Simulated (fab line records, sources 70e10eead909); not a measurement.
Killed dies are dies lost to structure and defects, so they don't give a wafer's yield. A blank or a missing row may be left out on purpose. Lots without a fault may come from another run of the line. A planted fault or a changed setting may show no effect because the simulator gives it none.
Which tool did it? | flow nand_harc | 12 lots, 36 wafers sampled, at 5 steps of a route of 1159

WHAT THE GAUGES READ, wafer by wafer
NHARC_END_SORT_01. Usual: killed_at_array 24, standard deviation 7.4; killed_at_other 0.5, standard deviation 0.81; killed_at_periphery 3.4, standard deviation 2.3; killed_dies 28, standard deviation 8; killed_open 3.4, standard deviation 1.8; killed_short 2.0, standard deviation 1.4.
lot  | measured     | on        | killed_at_array | killed_at_other | killed_at_periphery | killed_dies | killed_open | killed_short | flag
L296 | day 20 02:28 | prober-02 | 21 23 14        | 0 0 0           | 3 4 2               | 24 27 16    | 2 4 3       | 2 1 1        |
L299 | day 21 09:03 | prober-01 | 27 32 39        | 0 2 1           | 1 1 1               | 28 35 41    | 3 0 2       | 1 1 3        |
L305 | day 24 02:34 | prober-01 | 15 17 19        | 2 1 2           | 2 2 2               | 19 20 23    | 3 1 2       | 2 4 2        |
L307 | day 23 10:20 | prober-02 | 26 28 27        | 0 0 1           | 5 5 6               | 31 33 34    | 5 1 4       | 1 3 3        |
L309 | day 24 03:47 | prober-02 | 15 26 32        | 1 3 0           | 6 3 6               | 22 32 38    | 2 3 3       | 2 2 1        |
L312 | day 24 19:04 | prober-01 | 25 32 28        | 0 0 0           | 5 9 2               | 30 41 30    | 4 6 3       | 2 3 2        |

WHICH TOOL RAN EACH LOT (tool, then ch and the chambers of the sampled wafers, then the start)
lot  | NHARC_P_GATE_HM_DEP_102       | NHARC_P_GATE_DESCUM_31             | NHARC_P_GATE_HM_OPEN_105                      | NHARC_P_GATE_PEB_44
L293 | acl_dep-02 ch 0, day 5 07:14  | rie_diel-11 ch 2,3, day 5 08:39    | rie_diel-11 ch 2,3, day 5 20:19 or earlier    | litho_track-03 ch 0, day 5 20:19
L292 | acl_dep-03 ch 0, day 5 07:34  | rie_diel-01 ch 1,3, day 5 08:54    | rie_diel-01 ch 1,3, day 5 20:45 or earlier    | litho_track-02 ch 0, day 5 20:45
L296 | acl_dep-03 ch 0, day 6 00:43  | rie_diel-11 ch 0,2, day 6 02:10    | rie_diel-11 ch 0,1, day 6 13:51 or earlier    | litho_track-07 ch 0, day 6 13:51
L298 | acl_dep-02 ch 0, day 6 09:15  | rie_diel-11 ch 1,2, day 6 10:41    | rie_diel-11 ch 0,1, day 6 22:23 or earlier    | litho_track-07 ch 0, day 6 22:23
L300 | acl_dep-01 ch 0, day 6 20:47  | rie_diel-11 ch 0,1,3, day 6 22:25  | rie_diel-11 ch 0,1,3, day 7 10:25 or earlier  | litho_track-07 ch 0, day 7 10:25
L299 | acl_dep-03 ch 0, day 6 20:50  | rie_diel-12 ch 0,1,3, day 6 22:16  | rie_diel-12 ch 0,2,3, day 7 10:43 or earlier  | litho_track-02 ch 0, day 7 10:43
L305 | acl_dep-03 ch 0, day 8 07:38  | rie_diel-12 ch 0,1,3, day 8 09:03  | rie_diel-12 ch 0,1,3, day 8 20:53 or earlier  | litho_track-02 ch 0, day 8 20:53
L307 | acl_dep-03 ch 0, day 8 15:45  | rie_diel-11 ch 0,2,3, day 8 17:25  | rie_diel-11 ch 1,2,3, day 9 08:02 or earlier  | litho_track-02 ch 0, day 9 08:02
L309 | acl_dep-03 ch 0, day 9 05:12  | rie_diel-11 ch 1,2, day 9 06:46    | rie_diel-11 ch 1,2, day 9 18:46 or earlier    | litho_track-02 ch 0, day 9 18:46
L313 | acl_dep-01 ch 0, day 9 23:13  | rie_diel-01 ch 0,2,3, day 10 00:54 | rie_diel-01 ch 1,2,3, day 10 12:47 or earlier | litho_track-03 ch 0, day 10 12:47
L312 | acl_dep-03 ch 0, day 9 23:26  | rie_diel-12 ch 0,2,3, day 10 00:46 | rie_diel-12 ch 0,1,2, day 10 12:31 or earlier | litho_track-07 ch 0, day 10 12:31
L314 | acl_dep-01 ch 0, day 10 15:28 | rie_diel-11 ch 0,1, day 10 17:02   | rie_diel-11 ch 0,2, day 11 04:59 or earlier   | litho_track-03 ch 0, day 11 04:59
- NHARC_P_GATE_HM_DEP_102: deposits aC, target thk 120 nm.
- NHARC_P_GATE_DESCUM_31: chemistry O2, time 3 s.
- NHARC_P_GATE_HM_OPEN_105: chemistry O2/COS, target depth 360 nm.
- NHARC_P_GATE_PEB_44: peb time 85 s.

WHAT THE TOOLS THEMSELVES READ (means of the sampled wafers that have a number; where no wafer has one, the mark that the record gives instead)
NHARC_P_GATE_HM_DEP_102. Usual: throttle_valve_pct 34.999 %, standard deviation 0.0093.
lot  | tool       | throttle_valve_pct (%) | flag
L293 | acl_dep-02 | 34.993                 |
L292 | acl_dep-03 | 35.000                 |
L296 | acl_dep-03 | 35.002                 |
L298 | acl_dep-02 | 34.997                 |
L300 | acl_dep-01 | 34.992                 |
L299 | acl_dep-03 | 35.001                 |
L305 | acl_dep-03 | 34.999                 |
L307 | acl_dep-03 | 35.004                 |
L309 | acl_dep-03 | 34.991                 |
L313 | acl_dep-01 | 34.992                 |
L312 | acl_dep-03 | 34.997                 |
L314 | acl_dep-01 | 35.007                 |

NHARC_P_GATE_DESCUM_31. Usual: drypump_motor_current_A 5.7 A, standard deviation 0.39; oes_product_au 1.000 a.u., standard deviation 0.0075; rf_vpp_V 58.0 V, standard deviation 0.96; showerhead_plenum_p_Torr 1.93 Torr, standard deviation 0.11; throttle_valve_pct 11.311 %, standard deviation 0.0093.
lot  | tool        | drypump_motor_current_A (A) | oes_product_au (a.u.) | rf_vpp_V (V) | showerhead_plenum_p_Torr (Torr) | throttle_valve_pct (%) | flag
L293 | rie_diel-11 | 5.8                         | 1.011                 | 57.8         | 1.86                            | 11.309                 |
L292 | rie_diel-01 | 6.0                         | 0.989                 | 57.9         | 2.00                            | 11.315                 |
L296 | rie_diel-11 | 5.7                         | 1.000                 | 56.5         | 1.88                            | 11.309                 |
L298 | rie_diel-11 | 5.7                         | 1.002                 | 57.8         | 1.89                            | 11.310                 |
L300 | rie_diel-11 | 5.7                         | 1.001                 | 58.0         | 2.01                            | 11.313                 |
L299 | rie_diel-12 | 5.4                         | 0.999                 | 58.2         | 1.86                            | 11.302                 |
L305 | rie_diel-12 | 5.4                         | 1.005                 | 57.7         | 1.85                            | 11.309                 |
L307 | rie_diel-11 | 5.7                         | 0.995                 | 58.0         | 1.93                            | 11.314                 |
L309 | rie_diel-11 | 5.7                         | 0.998                 | 58.2         | 1.89                            | 11.309                 |
L313 | rie_diel-01 | 6.4                         | 1.001                 | 58.2         | 1.90                            | 11.304                 |
L312 | rie_diel-12 | 5.2                         | 1.012                 | 57.9         | 1.98                            | 11.317                 |
L314 | rie_diel-11 | 5.6                         | 0.996                 | 58.9         | 2.03                            | 11.312                 |

NHARC_P_GATE_HM_OPEN_105. Usual: drypump_motor_current_A 5.7 A, standard deviation 0.4; oes_product_au 1.000 a.u., standard deviation 0.0071; rf_vpp_V 468 V, standard deviation 3.5; showerhead_plenum_p_Torr 3.16 Torr, standard deviation 0.16; throttle_valve_pct 28.330 %, standard deviation 0.0079.
lot  | tool        | drypump_motor_current_A (A) | oes_product_au (a.u.) | rf_vpp_V (V) | showerhead_plenum_p_Torr (Torr) | throttle_valve_pct (%) | flag
L293 | rie_diel-11 | 5.8                         | 1.005                 | 466          | 3.04                            | 28.329                 |
L292 | rie_diel-01 | 5.9                         | 1.004                 | 470          | 3.22                            | 28.320                 |
L296 | rie_diel-11 | 5.6                         | 1.002                 | 471          | 3.32                            | 28.328                 |
L298 | rie_diel-11 | 5.6                         | 1.003                 | 471          | 3.32                            | 28.328                 |
L300 | rie_diel-11 | 5.7                         | 0.999                 | 471          | 3.27                            | 28.330                 |
L299 | rie_diel-12 | 5.2                         | 1.001                 | 463          | 2.92                            | 28.336                 |
L305 | rie_diel-12 | 5.4                         | 1.001                 | 464          | 3.03                            | 28.331                 |
L307 | rie_diel-11 | 5.7                         | 1.002                 | 468          | 3.15                            | 28.320                 |
L309 | rie_diel-11 | 5.7                         | 0.995                 | 468          | 3.08                            | 28.334                 |
L313 | rie_diel-01 | 6.2                         | 1.001                 | 469          | 3.19                            | 28.327                 |
L312 | rie_diel-12 | 5.2                         | 1.001                 | 469          | 3.19                            | 28.337                 |
L314 | rie_diel-11 | 5.7                         | 1.001                 | 467          | 3.07                            | 28.329                 |

NHARC_P_GATE_PEB_44. Usual: exhaust_pa 44.8 Pa, standard deviation 0.87; heater_power_total_W 163.98 W, standard deviation 0.28; plate_temp_C 118.01 C, standard deviation 0.13.
lot  | tool           | exhaust_pa (Pa) | heater_power_total_W (W) | plate_temp_C (C) | flag
L293 | litho_track-03 | 45.1            | 164.18                   | 117.88           |
L292 | litho_track-02 | 45.1            | 163.83                   | 117.90           |
L296 | litho_track-07 | 45.6            | 164.17                   | 118.01           |
L298 | litho_track-07 | 45.3            | 163.84                   | 117.98           |
L300 | litho_track-07 | 45.3            | 163.70                   | 118.12           |
L299 | litho_track-02 | 45.5            | 163.81                   | 118.05           |
L305 | litho_track-02 | 45.8            | 166.57                   | 119.45           | OFF
L307 | litho_track-02 | 45.7            | 166.46                   | 119.28           | OFF
L309 | litho_track-02 | 45.4            | 166.81                   | 119.47           | OFF
L313 | litho_track-03 | 43.9            | 163.74                   | 118.08           |
L312 | litho_track-07 | 44.0            | 163.64                   | 118.03           |
L314 | litho_track-03 | 44.4            | 163.92                   | 117.95           |

THE ANSWER, worked out from the rows above alone
Rule: a lot is off if the mean of its wafers that have a number lies more than 3 standard deviations from the usual mean. A lot without any number at a reading at which 4 lots or more have one is off too. The other lots that the step has rows for count as sound. The gauges are gone through in route order, then the tools' own readings, and for those a lot's mean is taken as printed above. The first step at which some lot is off is used, and at that step the reading that is off furthest; a lot without a number counts as furthest.
Off: L305, L307, L309, at NHARC_P_GATE_PEB_44 (plate_temp_C).
A tool fits if, at that step or a process step before it, it ran every lot that is off, and no sound lot after the first of them. NHARC_P_GATE_HM_OPEN_105 gives no start for some lots, so the hours and the order of its lots are those of NHARC_P_GATE_PEB_44. One fits: litho_track-02 at NHARC_P_GATE_PEB_44. Its last sound lot is L299 (day 7 10:43), its first lot that is off L305 (day 8 20:53): a fault that began between those two fits.
The tool's own readings at NHARC_P_GATE_PEB_44 bear it out: on the lots that are off they differ by more than 5 times the standard deviation of the sound lots' means. heater_power_total_W reads 166.61 W there against 163.87 W on the sound lots; plate_temp_C reads 119.40 C there against 118.00 C on the sound lots.

WHAT THE SIMULATOR HAD PUT IN
Process parameter drift: litho_track-02, from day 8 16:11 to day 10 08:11, at NHARC_P_GATE_PEB_44. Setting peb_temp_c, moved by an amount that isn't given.
Lots struck among those shown: L307, L305, L309. The rule above found the same.
